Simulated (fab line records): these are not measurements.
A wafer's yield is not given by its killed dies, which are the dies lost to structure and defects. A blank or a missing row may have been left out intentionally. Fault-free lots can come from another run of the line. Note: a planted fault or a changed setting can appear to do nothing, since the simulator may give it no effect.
Chamber matching | flow n5-finfet | ald-metal-02 running N5_HKMG_FIN_ALD_21: 4 sister chambers
The step deposits TiN, target thk 1.5 nm, pulse time 1 s, purge time 3 s. 27 wafers are shown with their chamber, then 12 later ones without.

== WAFERS, EACH WITH ITS CHAMBER ==
wafer  | chamber | heater-power-w (W) | precursor-pulse-height-rel
L074.4 | 2       | 853                | 1.027
L074.5 | 0       | 987                | 0.976
L074.6 | 1       | 860                | 0.978
L075.1 | 3       | 874                | 1.030
L075.2 | 1       | 888                | 0.962
L075.3 | 0       | 1010               | 1.010
L075.4 | 2       | 839                | 0.996
L075.5 | 1       | 862                | 1.005
L075.6 | 2       | 819                | 0.991
L080.1 | 0       | 1005               | 0.968
L080.2 | 3       | 834                | 1.032
L080.3 | 2       | 855                | 1.018
L080.4 | 1       | 879                | 1.004
L080.5 | 0       | 1003               | 1.035
L080.6 | 3       | 847                | 0.998
L081.3 | 2       | 838                | 0.997
L081.4 | 0       | 986                | 1.029
L081.5 | 1       | 857                | 0.974
L086.1 | 0       | 1004               | 1.008
L086.2 | 1       | 867                | 1.037
L086.6 | 3       | 886                | 1.009
L088.1 | 0       | 976                | 0.997
L088.4 | 1       | 856                | 0.969
L088.5 | 3       | 849                | 1.001
L089.1 | 0       | 1003               | 1.027
L089.3 | 3       | 867                | 1.003
L089.6 | 2       | 853                | 1.028

SIGNATURES, as means of the wafers listed above
reading                    | chamber 0 | chamber 1 | chamber 2 | chamber 3 | scatter within a chamber
heater-power-w             | 996.75    | 867.00    | 842.83    | 859.50    | 14.4
precursor-pulse-height-rel | 1.00625   | 0.98986   | 1.00950   | 1.01217   | 0.0219
Rule: a wafer's distance from a chamber is the root of the sum, over the readings, of the square of ((its reading less the chamber's mean) divided by the reading's scatter). The wafer belongs to the nearest chamber; if the next one is less than 2 further off, it can't be placed. The scatter: the root of (the sum of the squares of (reading less its chamber's mean) over the shown wafers, divided by (wafers less chambers)).

== WAFERS WHOSE CHAMBER IS MISSING ==
wafer  | heater-power-w (W) | precursor-pulse-height-rel
L091.1 | 852                | 0.956
L091.2 | 1020               | 0.952
L091.6 | 839                | 0.981
L092.1 | 988                | 1.027
L092.2 | 864                | 1.028
L092.3 | 838                | 1.006
L094.1 | 867                | 1.017
L094.4 | 855                | 0.986
L094.6 | 855                | 0.989
L096.3 | 854                | 0.971
L096.4 | 989                | 1.025
L096.6 | 981                | 0.993

== WHICH CHAMBER EACH ONE RAN IN ==
wafer  | from the rows above          | in truth
L091.1 | can't be placed: 1 or 2 or 3 | 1
L091.2 | 0                            | 0
L091.6 | can't be placed: 2 or 1 or 3 | 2
L092.1 | 0                            | 0
L092.2 | can't be placed: 3 or 2 or 1 | 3
L092.3 | can't be placed: 2 or 3 or 1 | 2
L094.1 | can't be placed: 3 or 1 or 2 | 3
L094.4 | can't be placed: 1 or 3 or 2 | 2
L094.6 | can't be placed: 1 or 3 or 2 | 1
L096.3 | can't be placed: 1 or 3 or 2 | 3
L096.4 | 0                            | 0
L096.6 | 0                            | 0
Correct placement for 4 of the 12. Not placeable from these rows: 8 (in 8, the candidates include the true chamber). Placed wrongly: 0.
